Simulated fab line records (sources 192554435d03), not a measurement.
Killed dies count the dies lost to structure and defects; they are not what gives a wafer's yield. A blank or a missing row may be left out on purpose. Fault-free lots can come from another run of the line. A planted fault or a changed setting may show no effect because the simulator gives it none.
A lot that was struck, set against a sound lot :: flow n5Finfet :: 38 steps out of a route of 1938
Sound: wafers L395.3, L395.4, L395.6. Struck: wafer L396.1 (left out: L396.4, a lot-mate that was not struck); the cause follows at the end.
At each step with rows: each side's tool, then ch and its chambers, then its first start. Under that, the readings that differ: sound wafers :: struck wafers :: difference of the means :: sigmas: that difference in standard deviations of wafers without a fault.
alike: same words and numbers on both sides, and readings whose means sit less than 2 such deviations apart. not compared: any withheld reading, any reading some wafer has no value for, any bound like >300 that may hide the same value, and any number with overlapping values for which the record gives no deviation.
A row with sigmas, a row that says differs or no value, or rows on one side alone: a step with any of these is where the two part. Numbers that have no deviation but don't overlap get no sigmas and don't part them. A reading missing from all wafers of one side parts the sides only when that side holds two or more wafers.

first, 9 steps without rows for these wafers: N5_BEOL_M9_DESCUM_33 (chemistry O2, time 7 s); N5_BEOL_M9_ETCH_76 (etches underlayer in N2/H2, target depth 6.5 nm, time 5.2 s); N5_BEOL_M9_ETCH_65 (etches SiARC in CF4, target depth 15.6 nm, time 26 s); N5_BEOL_M9_ETCH_66 (etches SOC in N2/H2, target depth 80 nm, overetch 16 nm, time 120 s); N5_BEOL_M9_STRIP_69 (strips in N2/H2); N5_BEOL_M9_STRIP_77 (strips in N2/H2); N5_BEOL_M9_VIA_ETCH_34 (etches SiCOH lowk in C4F6/O2, target depth 182.4 nm, time 68.4 s); N5_BEOL_M9_STRIP_73 (strips in C4F6/O2); N5_BEOL_M9_STRIP_36 (strips in N2/H2).
N5_BEOL_M9_TRENCH_ETCH_37: etches SiCOH lowk in C4F6/O2, target depth 151.43 nm, time 49 s.
  sound on rieDiel-01 ch 1,2, day 11 15:11; struck on rieDiel-01 ch 1, day 11 17:57
reading: model.etch.depthNm (nm)
sound: 153.7 157.6 156.1
struck: 136.2
difference: -19.6
sigmas: 

reading: model.BEOL_M9.featureDepthNm (nm)
sound: 153.8 157.6 156
struck: 136.2
difference: -19.6
sigmas: 

reading: model.TiN_of_BEOL_M9_HM_DEP_02.thkNm (nm)
sound: 15.8 15.8 15.6
struck: 16.8
difference: +1.1
sigmas: 
  alike: drypumpMotorCurrentA, oesProductAu, rfFwdPowerW, rfVppV, showerheadPlenumPTorr, throttleValvePct
  not compared: rfHoursCounterH
then, 2 steps without rows for these wafers: N5_BEOL_M9_ETCH_41 (etches SiCN in CH3F/O2, target depth 36.6 nm, time 70.1 s); N5_BEOL_M9_STRIP_80 (strips in N2/H2, time 10 s).
N5_BEOL_M9_OCD_MEAS_38:
  sound on ocd-02, day 11 15:22; struck on ocd-01, day 11 18:07
reading: trenchDepthNm (nm)
sound: 154 157 156
struck: 136
difference: -20
sigmas: -6
then, 13 steps without rows for these wafers: N5_BEOL_M9_HM_STRIP_39 (strips TiN in peroxide tin strip, target depth 25 nm, time 158 s); N5_BEOL_M9_SRD_40 (time 30 s); N5_BEOL_M9_PRECLEAN_42 (cleans in residue remover, time 60 s); N5_BEOL_M9_SRD_43 (time 30 s); N5_BEOL_M9_CURE_72 (cures SiCOH lowk, time 120 s); N5_BEOL_M9_DEGAS_44 (time 60 s); N5_BEOL_M9_PRE_CLEAN_45 (time 30 s); N5_BEOL_M9_ALD_74 (deposits TaN, target thk 2 nm, pulse time 2 s, purge time 3 s); N5_BEOL_M9_SURFACE_TREAT_79; N5_BEOL_M9_CVD_78 (deposits Co from CCTBA/H2, target thk 2 nm, time 138.9 s); N5_BEOL_M9_SPUTTER_48 (material Cu, target thk 12 nm, time 2 s); N5_BEOL_M9_ECD_50 (material Cu, target thk 318 nm); N5_BEOL_M9_ANNEAL_51 (time 90 s).
N5_BEOL_M9_CMP_52: polishes, stops on SiCOH lowk, t overpolish 7 s, target thk 140 nm.
  sound on cmp-02 ch 0,2,3, day 11 17:20; struck on cmp-04 ch 2, day 11 22:25
reading: slurryFlowMlMin
sound: 149.6 149.6 150.3
struck: 151.0
difference: +1.2
sigmas: +3

reading: model.Cu_of_BEOL_M9_ECD_50.thkNm (nm)
sound: 141.4 148.6 144.8
struck: 126.2
difference: -18.7
sigmas: 
  alike: barrierFieldEndpointS, clearingPlatenRpm, edgeZonePressureFrac, motorCurrentA, overpolishRunS, timeToEndpointS
  not compared: padLifeWafers
N5_BEOL_M9_THK_MEAS_53: measures by xrf.
  sound on filmMetro-01, day 11 17:36; struck on filmMetro-01, day 11 22:43
reading: M9_THK (nm)
sound: 140 148 144
struck: 126
difference: -18
sigmas: -5
then, 2 steps without rows for these wafers: N5_BEOL_M9_PRE_CLEAN_55 (time 15 s); N5_BEOL_M9_DEP_56 (deposits SiCN from 3MS/NH3, target thk 15 nm, time 26.5 s).
N5_BEOL_M9_RS_MEAS_57: measures by four-point-probe.
  sound on filmMetro-02, day 11 17:46; struck on filmMetro-02, day 11 22:50
reading: M9_RS (ohm/sq)
sound: 0.150 0.141 0.145
struck: 0.169
difference: +0.024
sigmas: +6
then, 5 steps without rows for these wafers: N5_BEOL_M10_ILD_DEP_00 (deposits SiCOH lowk from DEMS/porogen, target thk 308.51 nm, time 58 s); N5_BEOL_M10_CURE_71 (cures SiCOH lowk, time 240 s); N5_BEOL_M10_PECVD_70 (deposits SiO2 from TEOS/O2, target thk 20 nm, time 22.7 s); N5_BEOL_M10_HM_DEP_02 (deposits TiN, target thk 20 nm); N5_BEOL_M10_COAT_59 (time 60 s, resist thk 100 nm).
N5_BEOL_M15_RC_MEAS_101:
  sound on prober-02 ch 0, day 13 15:22; struck on prober-01 ch 0, day 13 19:41
reading: COMB_M11 (S/m)
sound: 2.6e-11 1.8e-11 1.7e-11
struck: 1.2e-11
difference: -8.3e-12
sigmas: -3

reading: COMB_M15 (S/m)
sound: 2.7e-12 2.1e-12 3.1e-12
struck: 1.2e-12
difference: -1.4e-12
sigmas: -3

reading: SERP_M6 (ohm/um)
sound: 14.3 14.3 14.4
struck: 12.3
difference: -2.0
sigmas: -2

reading: SERP_M6_max_site (ohm/um)
sound: 15.1 15.1 15.0
struck: 12.9
difference: -2.2
sigmas: -3

reading: SERP_M9 (ohm/um)
sound: 2.96 2.79 2.94
struck: 3.41
difference: +0.51
sigmas: +5

reading: SERP_M9_max_site (ohm/um)
sound: 3.04 2.85 3.00
struck: 3.67
difference: +0.71
sigmas: +6
  alike: COMB_M10, COMB_M12, COMB_M13, COMB_M14, COMB_M15_max_site, COMB_M5, COMB_M6, COMB_M7, COMB_M8, COMB_M9, SERP_M10, SERP_M10_max_site, SERP_M11, SERP_M12, SERP_M13, SERP_M14, SERP_M5, SERP_M7, SERP_M8
N5_PASSIVATION_PROBE_49:
  sound on prober-01, day 14 06:23; struck on prober-02, day 14 10:35
reading: killed_at_M0_to_M3
sound: 24 19 11
struck: 37
difference: +19
sigmas: +2

reading: sort_bin_8_speed (%)
sound: 14.8 0 0.6
struck: 0
difference: -5
sigmas: -3
  alike: defectLimitedYield, killed_at_M4_up, killedAtContacts, killedAtFrontEnd, killedAtOther, killedDies, killedOpen, killedShort, sort_bin_5_function, sort_bin_6_memory, sortNPass, sortYieldPct

## WHERE THEY PART
First at N5_BEOL_M9_OCD_MEAS_38; last, within this record, at N5_PASSIVATION_PROBE_49.

WHY: the cause the simulator had injected
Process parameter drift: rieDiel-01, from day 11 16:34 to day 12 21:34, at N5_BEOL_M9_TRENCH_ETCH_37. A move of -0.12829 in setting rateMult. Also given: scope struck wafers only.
